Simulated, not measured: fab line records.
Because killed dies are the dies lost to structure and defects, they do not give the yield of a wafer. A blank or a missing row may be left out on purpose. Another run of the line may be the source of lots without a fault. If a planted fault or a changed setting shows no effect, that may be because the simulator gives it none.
fab line records | flow n5-finfet
record: lots: 6 wafers: 18 last-day: 19
route steps=1938 shown STI_FIN_REVEAL@202 DUMMY_GATE@212 PASSIVATION@1936
lots with no fault: from the same line, run without faults
start-h: start of the lot's first displayed wafer, in hours after the record's first day | wait-h: hours elapsed since this lot's preceding step | " repeats the value in the row above | L1.1+2: one row covering several wafers at once | - no value, or no start given | * or withheld: withheld | < > ~ a bound
route shown NAME@n: a module of which the file shows steps, and the number in the route of the first | usual: mean and standard deviation over wafers with no fault | same: alike in all rows | chamber/n: place in a boat | sites: each site's reading | _std_site: standard deviation of those values | _edge_site: the outer-site mean with the inner-site mean subtracted | radius-mm: for every site, how far away it sits from the centre of the wafer | mask NAME#n: copy n | behind: the tool/chamber that last shaped the wafer | hold: why the lot went on hold/how many hours it stayed there/how the hold came to an end | device: the n, p or np transistor that did not switch | end of line: the route-end tests of the same wafers | a step without rows: its recipe alone | killed: the dies lost at the first sort to structure and to defects; this is not the yield of the wafer | map: dies across one wafer; x = killed, . = not, _ = none there
set.NAME: the setting as run; set.NAME@STEP: as run at that earlier step | model.NAME: the simulator's own value behind a step, which no gauge read
certain route steps with their lots: each step a table, each wafer a row
services: a tool's chamber out of use, with start hour (start-h, from the record's first day; less than 0 if before it), hours out, and reason
== steps ==
step: N5_STI_FIN_REVEAL_STRIP_35
recipe: chemistry: H3PO4 material: Si3N4 temp-c: 165 target-depth-a: 40 time-s: 39
step: N5_STI_FIN_REVEAL_SRD_21
recipe: dry: ipa-marangoni time-s: 30 temp-c: 23 rinse-liquid: diw
step: N5_STI_FIN_REVEAL_OXIDATION_33
recipe: chemistry: O2_PLASMA_REMOTE temp-c: 150 time-s: 20 pressure-mtorr: 1000 source-power-w: 2000 o2-flow-sccm: 3000
usual: chamber-pressure-mTorr: 1000.0/0.92 drypump-motor-current-A: 5.24/0.21 heater-power-w: 148/9
same: time-s: 20
columns lot.wafer tool chamber start-h wait-h chamber-pressure-mTorr drypump-motor-current-A heater-power-w rf-hours-counter-h
L851.3 plasma-asher-01 0 66.54 0.0 999.8 5.38 154 -
L851.4 " 1 " " 1000.0 4.91 139 -
L851.5 " 0 " " 999.2 5.40 147 -
L853.2 plasma-asher-02 0 79.07 0.0 999.4 5.38 152 37
L853.5 " 1 " " 999.5 5.32 157 -
L853.6 " 0 " " 1000.2 5.40 151 -
L861.1 plasma-asher-02 0 126.62 0.0 1000.0 5.37 150 47
L861.3 " 1 " " 1000.8 5.31 156 -
L861.6 " 1 " " 999.3 5.31 159 -
L864.1 plasma-asher-02 0 153.34 0.0 1000.9 5.42 152 50
L864.5 " 0 " " 998.6 5.41 152 -
L864.6 " 1 " " 999.9 5.33 158 -
L868.2 plasma-asher-01 1 174.62 0.0 1001.6 4.89 134 104
L868.4 " 0 " " 1000.7 5.37 149 -
L868.5 " 0 " " 999.8 5.38 150 -
L869.3 plasma-asher-02 0 177.13 0.0 1000.0 5.37 151 -
L869.4 " 1 " " 1000.5 5.33 161 -
L869.5 " 0 " " 1000.0 5.40 155 -
step: N5_STI_FIN_REVEAL_CLEAN_19
recipe: chemistry: O3/DIW temp-c: 25 time-s: 120 o3-ppm: 10
step: N5_STI_FIN_REVEAL_SRD_23
recipe: dry: ipa-marangoni time-s: 30 temp-c: 23 rinse-liquid: diw
step: N5_STI_FIN_REVEAL_CD_MEAS_22
recipe: target-cd-nm: 6.238 pitch-nm: 28 polarity: line
usual: cd-nm: 6.29/0.24
columns lot.wafer tool chamber start-h wait-h cd-nm
L851.3 cd-sem-03 - 66.69 0.0 6.46
L851.4 " - " " 6.73
L851.5 " - " " 6.43
L853.2 cd-sem-03 - 79.23 0.0 5.84
L853.5 " - " " 6.22
L853.6 " - " " 6.07
L861.1 cd-sem-03 - 126.84 0.0 5.97
L861.3 " - " " 6.55
L861.6 " - " " 6.13
L864.1 cd-sem-01 - 153.51 0.0 6.32
L864.5 " - " " 6.53
L864.6 " - " " 6.95
L868.2 cd-sem-02 - 174.79 0.0 6.16
L868.4 " - " " 6.43
L868.5 " - " " 5.64
L869.3 cd-sem-02 - 177.28 0.0 6.32
L869.4 " - " " 6.17
L869.5 " - " " 6.15
step: N5_STI_FIN_REVEAL_FIN_H_MEAS_10
usual: trench-depth-nm: 51.9/0.58
columns lot.wafer tool chamber start-h wait-h trench-depth-nm
L851.3 ocd-02 - 66.72 0.0 52.7
L851.4 " - " " 52.0
L851.5 " - " " 51.4
L853.2 ocd-02 - 79.26 0.0 51.3
L853.5 " - " " 51.2
L853.6 " - " " 52.1
L861.1 ocd-01 - 126.87 0.0 51.8
L861.3 " - " " 51.4
L861.6 " - " " 51.5
L864.1 ocd-02 - 153.54 0.0 52.5
L864.5 " - " " 52.0
L864.6 " - " " 52.3
L868.2 ocd-02 - 174.82 0.0 51.6
L868.4 " - " " 51.0
L868.5 " - " " 51.7
L869.3 ocd-02 - 177.31 0.0 51.9
L869.4 " - " " 51.2
L869.5 " - " " 51.5
step: N5_STI_FIN_REVEAL_PRECLEAN_18
recipe: chemistry: SC2 time-s: 45 temp-c: 35 mix: 1:1:50
step: N5_STI_FIN_REVEAL_SRD_28
recipe: dry: ipa-marangoni time-s: 30 temp-c: 23 rinse-liquid: diw
step: N5_STI_FIN_REVEAL_INSPECT_13
recipe: inspect-instrument: darkfield mode: post-clean
usual: raw-defect-count: 11/4.9
columns lot.wafer tool chamber start-h wait-h raw-defect-count
L851.3 defect-inspect-02 - 66.80 0.0 8
L851.4 " - " " 10
L851.5 " - " " 10
L853.2 defect-inspect-02 - 79.38 0.0 15
L853.5 " - " " 11
L853.6 " - " " 16
L861.1 defect-inspect-02 - 127.05 0.0 21
L861.3 " - " " 8
L861.6 " - " " 18
L864.1 defect-inspect-02 - 153.63 0.0 8
L864.5 " - " " 8
L864.6 " - " " 4
L868.2 defect-inspect-01 - 174.90 0.0 13
L868.4 " - " " 10
L868.5 " - " " 8
L869.3 defect-inspect-01 - 177.40 0.0 15
L869.4 " - " " 17
L869.5 " - " " 14
step: N5_DUMMY_GATE_PRECLEAN_00
recipe: chemistry: O3/DIW time-s: 60 temp-c: 22 o3-ppm: 10
step: N5_DUMMY_GATE_SRD_01
recipe: time-s: 30 temp-c: 23 rinse-liquid: diw dry: ipa-marangoni
step: N5_DUMMY_GATE_ALD_02
recipe: material: SiO2 target-thk-a: 20 temp-c: 300 ald-precursor-family: BDEAS ald-co-reactant: O2-plasma pulse-time-s: 1 pressure-torr: 2
usual: chamber-pressure-Torr: 1.999/0.0039 heater-power-w: 462/53 precursor-pulse-height-rel: 0.997/0.021 susceptor-temp-C: 300.03/0.2
columns lot.wafer tool chamber start-h wait-h chamber-pressure-Torr heater-power-w precursor-pulse-height-rel since-wet-clean-h susceptor-temp-C model.SiO2_of_DUMMY_GATE_ALD_02.thk-nm
L851.3 ald-sin-03 2 66.90 0.0 1.996 577 0.986 256 299.86 2
L851.4 " 1 " " 2.000 506 0.997 - 300.23 2
L851.5 " 3 " " 2.005 493 0.968 - 299.98 2
L853.2 ald-sin-04 2 80.09 0.6 1.999 428 1.009 360 299.96 2
L853.5 " 2 " " 2.002 433 1.006 - 300.25 2
L853.6 " 3 " " 1.999 416 1.011 - 299.94 2
L861.1 ald-sin-03 1 127.14 0.0 1.995 505 1.030 316 299.99 2.8
L861.3 " 2 " " 2.003 602 1.020 316 300.38 2.8
L861.6 " 0 " " 1.998 441 0.990 - 300.13 2
L864.1 ald-sin-03 3 153.73 0.0 2.006 492 0.995 343 299.77 2.8
L864.5 " 2 " " 2.004 582 0.984 - 299.99 2.8
L864.6 " 1 " " 2.000 502 0.966 - 300.02 2
L868.2 ald-sin-04 0 175.00 0.0 2.001 374 0.984 76 300.11 2
L868.4 " 2 " " 1.995 407 0.939 76 299.69 2
L868.5 " 2 " " 1.992 413 1.026 - 299.79 2
L869.3 ald-sin-04 2 177.49 0.0 1.996 412 1.010 78 299.93 2
L869.4 " 0 " " 1.999 380 0.995 78 300.37 2
L869.5 " 2 " " 2.002 399 1.038 - 299.86 2
step: N5_DUMMY_GATE_CVD_03
recipe: material: a-Si target-thk-a: 1500 temp-c: 530 precursor: SiH4 time-s: 8042
step: N5_PASSIVATION_PROBE_49
usual: killed_at_M0_to_M3: 37/12 killed_at_M4_up: 15/5.6 killed-at-contacts: 13/6.9 killed-at-front-end: 40/11 killed-at-other: 4/3.2 killed-dies: 109/20 killed-open: 73/15 killed-short: 35/8.3
same: gross-dies: 1180 killed-at-back-side: 0
columns lot.wafer tool chamber start-h wait-h killed_at_M0_to_M3 killed_at_M4_up killed-at-contacts killed-at-front-end killed-at-other killed-dies killed-open killed-short
L853.2 prober-01 - 377.47 0.1 64 17 20 70 15 186 107 78
L853.5 prober-01 - 377.62 0.2 29 14 26 51 14 134 93 40
L853.6 prober-01 - 377.67 0.3 26 14 28 44 8 120 77 43
L864.1 prober-01 - 407.70 0.1 61 13 24 40 3 141 95 45
L864.5 prober-01 - 407.90 0.3 37 18 16 40 7 118 74 35
L864.6 prober-01 - 407.95 0.4 49 7 32 46 5 139 97 40
L861.1 prober-02 - 424.87 0.0 21 13 7 55 2 98 68 29
L861.3 prober-02 - 424.97 0.1 32 26 11 34 5 108 69 35
L861.6 prober-02 - 425.12 0.3 32 13 4 45 1 95 59 34
L869.3 prober-02 - 454.35 0.1 24 17 15 38 2 96 57 37
L869.4 prober-02 - 454.40 0.2 33 29 13 66 11 152 112 39
L869.5 prober-02 - 454.45 0.2 47 8 20 72 8 155 103 52
L868.2 prober-02 - 464.60 0.1 51 21 8 35 3 118 84 33
L868.4 prober-02 - 464.70 0.2 15 6 10 31 5 67 50 17
L868.5 prober-02 - 464.75 0.2 50 14 6 26 5 101 72 28
L851.3 prober-01 - 467.07 0.1 38 26 6 25 1 96 62 31
L851.4 prober-01 - 467.12 0.2 46 17 9 24 5 101 73 27
L851.5 prober-01 - 467.17 0.2 35 19 10 29 1 94 64 25
killed by level:class
L853.2 BEOL_M0_SAQP:geometric-particle:short=24 BEOL_M0_SAQP:geometric-particle:open=21 MOL_CONTACT_COAG:geometric-particle:open=18 FIN_SAQP:geometric-particle:short=16 STI_FIN_REVEAL:geometric-particle:open=16 FIN_SAQP:geometric-particle:open=7 BEOL_M4:geometric-particle:open=7 DUMMY_GATE:geometric-particle:open=7
L853.5 MOL_CONTACT_COAG:geometric-particle:open=21 FIN_SAQP:geometric-particle:open=12 STI_FIN_REVEAL:geometric-particle:open=11 FIN_SAQP:geometric-particle:short=9 BEOL_M0_SAQP:geometric-particle:open=9 BEOL_M0_SAQP:geometric-particle:short=8 MOL_CONTACT_COAG:geometric-particle:short=5 BEOL_M5:geometric-particle:open=5
L853.6 MOL_CONTACT_COAG:geometric-particle:open=23 STI_FIN_REVEAL:geometric-particle:open=13 FIN_SAQP:geometric-particle:open=8 BEOL_M0_SAQP:geometric-particle:short=8 FIN_SAQP:geometric-particle:short=7 MOL_CONTACT_COAG:geometric-particle:short=5 BEOL_M2:geometric-particle:open=5 DUMMY_GATE:geometric-particle:open=4
L864.1 BEOL_M0_SAQP:geometric-particle:short=17 MOL_CONTACT_COAG:geometric-particle:open=16 BEOL_M0:geometric-particle:open=14 FIN_SAQP:geometric-particle:open=10 STI_FIN_REVEAL:geometric-particle:open=8 MOL_CONTACT_COAG:geometric-particle:short=8 BEOL_M3:geometric-particle:open=8 BEOL_M0_SAQP:geometric-particle:open=8
L864.5 MOL_CONTACT_COAG:geometric-particle:open=12 BEOL_M0_SAQP:geometric-particle:open=12 BEOL_M4:geometric-particle:open=12 BEOL_M0_SAQP:geometric-particle:short=9 HKMG_FIN:area-etch=6 FIN_SAQP:geometric-particle:open=5 ILD0:geometric-particle:open=5 STI_FIN_REVEAL:geometric-particle:open=4
L864.6 MOL_CONTACT_COAG:geometric-particle:open=26 BEOL_M0_SAQP:geometric-particle:short=13 BEOL_M3:geometric-particle:open=11 FIN_SAQP:geometric-particle:open=10 STI_FIN_REVEAL:geometric-particle:open=7 BEOL_M0_SAQP:geometric-particle:open=7 BEOL_M0:geometric-particle:open=7 GATE_CUT:geometric-particle:short=6
L861.1 STI_FIN_REVEAL:geometric-particle:open=24 MOL_CONTACT_COAG:geometric-particle:open=7 BEOL_M4:geometric-particle:open=7 GATE_CUT:geometric-particle:open=6 FIN_SAQP:geometric-particle:short=5 STI_FIN_REVEAL:geometric-particle:short=4 BEOL_M1:geometric-particle:short=4 BEOL_M0_SAQP:geometric-particle:short=4
L861.3 BEOL_M4:geometric-particle:open=13 MOL_CONTACT_COAG:geometric-particle:open=10 BEOL_M0_SAQP:geometric-particle:open=8 BEOL_M3:geometric-particle:open=7 BEOL_M4:geometric-particle:short=7 BEOL_M0_SAQP:geometric-particle:short=6 BEOL_M2:geometric-particle:open=6 FIN_SAQP:geometric-particle:short=5
L861.6 STI_FIN_REVEAL:geometric-particle:open=15 BEOL_M0_SAQP:geometric-particle:short=8 BEOL_M0_SAQP:geometric-particle:open=8 BEOL_M1:geometric-particle:open=7 BEOL_M2:geometric-particle:open=6 FIN_SAQP:geometric-particle:open=5 BEOL_M4:geometric-particle:short=4 BEOL_M4:geometric-particle:open=4
L869.3 MOL_CONTACT_COAG:geometric-particle:open=12 STI_FIN_REVEAL:geometric-particle:open=9 BEOL_M0_SAQP:geometric-particle:short=8 FIN_SAQP:geometric-particle:short=7 BEOL_M4:geometric-particle:open=6 BEOL_M2:geometric-particle:open=5 BEOL_M0_SAQP:geometric-particle:open=5 FIN_SAQP:geometric-particle:open=4
L869.4 STI_FIN_REVEAL:geometric-particle:open=22 FIN_SAQP:geometric-particle:open=17 BEOL_M4:geometric-particle:open=15 MOL_CONTACT_COAG:geometric-particle:open=10 BEOL_M0_SAQP:geometric-particle:short=9 DUMMY_GATE:geometric-particle:open=8 BEOL_M2:geometric-particle:open=7 STI_FIN_REVEAL:geometric-particle:short=5
L869.5 STI_FIN_REVEAL:geometric-particle:open=26 MOL_CONTACT_COAG:geometric-particle:open=16 BEOL_M0_SAQP:geometric-particle:open=13 BEOL_M0_SAQP:geometric-particle:short=11 BEOL_M2:geometric-particle:open=11 FIN_SAQP:geometric-particle:short=10 FIN_SAQP:geometric-particle:open=7 STI_FIN_REVEAL:geometric-particle:short=7
L868.2 BEOL_M0_SAQP:geometric-particle:open=14 BEOL_M3:geometric-particle:open=13 BEOL_M4:geometric-particle:open=10 FIN_SAQP:geometric-particle:short=9 MOL_CONTACT_COAG:geometric-particle:open=8 BEOL_M1:geometric-particle:open=7 BEOL_M0_SAQP:geometric-particle:short=7 FIN_SAQP:geometric-particle:open=6
L868.4 MOL_CONTACT_COAG:geometric-particle:open=10 FIN_SAQP:geometric-particle:short=7 FIN_SAQP:geometric-particle:open=6 DUMMY_GATE:geometric-particle:open=6 BEOL_M0_SAQP:geometric-particle:open=6 BEOL_M1:geometric-particle:open=4 BEOL_M2:geometric-particle:open=3 ILD0:geometric-particle:open=2
L868.5 BEOL_M1:geometric-particle:open=11 BEOL_M3:geometric-particle:open=11 FIN_SAQP:geometric-particle:short=7 ILD0:geometric-particle:open=7 BEOL_M0_SAQP:geometric-particle:open=7 BEOL_M2:geometric-particle:open=7 MOL_CONTACT_COAG:geometric-particle:open=6 BEOL_M0_SAQP:geometric-particle:short=5
L851.3 BEOL_M0_SAQP:geometric-particle:open=14 BEOL_M0_SAQP:geometric-particle:short=10 BEOL_M4:geometric-particle:open=8 GATE_CUT:geometric-particle:short=7 BEOL_M5:geometric-particle:open=7 DUMMY_GATE:geometric-particle:open=6 MOL_CONTACT_COAG:geometric-particle:open=5 BEOL_M2:geometric-particle:open=5
L851.4 BEOL_M1:geometric-particle:open=14 BEOL_M0_SAQP:geometric-particle:open=9 BEOL_M2:geometric-particle:open=9 MOL_CONTACT_COAG:geometric-particle:open=7 STI_FIN_REVEAL:geometric-particle:open=6 BEOL_M4:geometric-particle:open=6 DUMMY_GATE:geometric-particle:open=5 BEOL_M0_SAQP:geometric-particle:short=5
L851.5 BEOL_M1:geometric-particle:open=11 MOL_CONTACT_COAG:geometric-particle:open=8 STI_FIN_REVEAL:geometric-particle:open=7 BEOL_M4:geometric-particle:short=6 BEOL_M3:geometric-particle:open=5 GATE_CUT:geometric-particle:open=5 BEOL_M2:geometric-particle:open=5 BEOL_M5:geometric-particle:open=5
== services ==
columns tool chamber start-h hours kind
plasma-asher-01 - 45.23 0.5 repair
ald-sin-03 1 54.80 2.8 repair
ald-sin-03 0 58.77 9.0 repair
ald-sin-04 - 85.25 14.0 pm
ald-sin-04 0 85.25 14.0 vent-cycle
ald-sin-04 1 85.25 14.0 vent-cycle
ald-sin-04 2 85.25 17.0 vent-cycle
ald-sin-04 3 85.25 14.0 vent-cycle
ald-sin-04 0 99.25 - clean
ald-sin-04 1 99.25 - clean
ald-sin-04 3 99.25 - clean
ald-sin-04 - 113.38 14.6 pm
ald-sin-03 - 114.15 3.6 repair
plasma-asher-01 - 117.74 3.1 repair
ald-sin-03 2 127.32 6.2 repair
ald-sin-04 - 133.53 6.0 pm
ald-sin-03 - 138.77 1.3 repair
plasma-asher-02 - 150.58 0.7 repair
ald-sin-03 - 176.96 14.0 pm
ald-sin-03 0 176.96 14.0 vent-cycle
ald-sin-03 1 176.96 14.0 vent-cycle
ald-sin-03 2 176.96 14.0 vent-cycle
ald-sin-03 3 176.96 14.0 vent-cycle
== key ==
first-sign none at tools or gauges
model-effect: step: N5_DUMMY_GATE_ALD_02 value: SiO2_of_DUMMY_GATE_ALD_02.thk-nm without: 2 struck: 2.8
met-at N5_DUMMY_GATE_ALD_02
struck-wafers L861.1,L861.3,L864.1,L864.5
tester-left-out L861,L864
onset-between 66.90 127.14
fault: kind: process-parameter-drift tool: ald-sin-03 chamber: - onset-h: 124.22 steps: N5_DUMMY_GATE_ALD_02 channel: target-thk-a offset: * shape: step end-h: 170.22 scope: struck-wafers-only acts-in: * stated: *
tester-left-out: of these lots the tester's yield and bins aren't shown, on N5 and GAA mostly nor the transistor test; their killed dies are dies lost to structure and defects alone, not to doping, threshold or leakage, so they don't give the yield
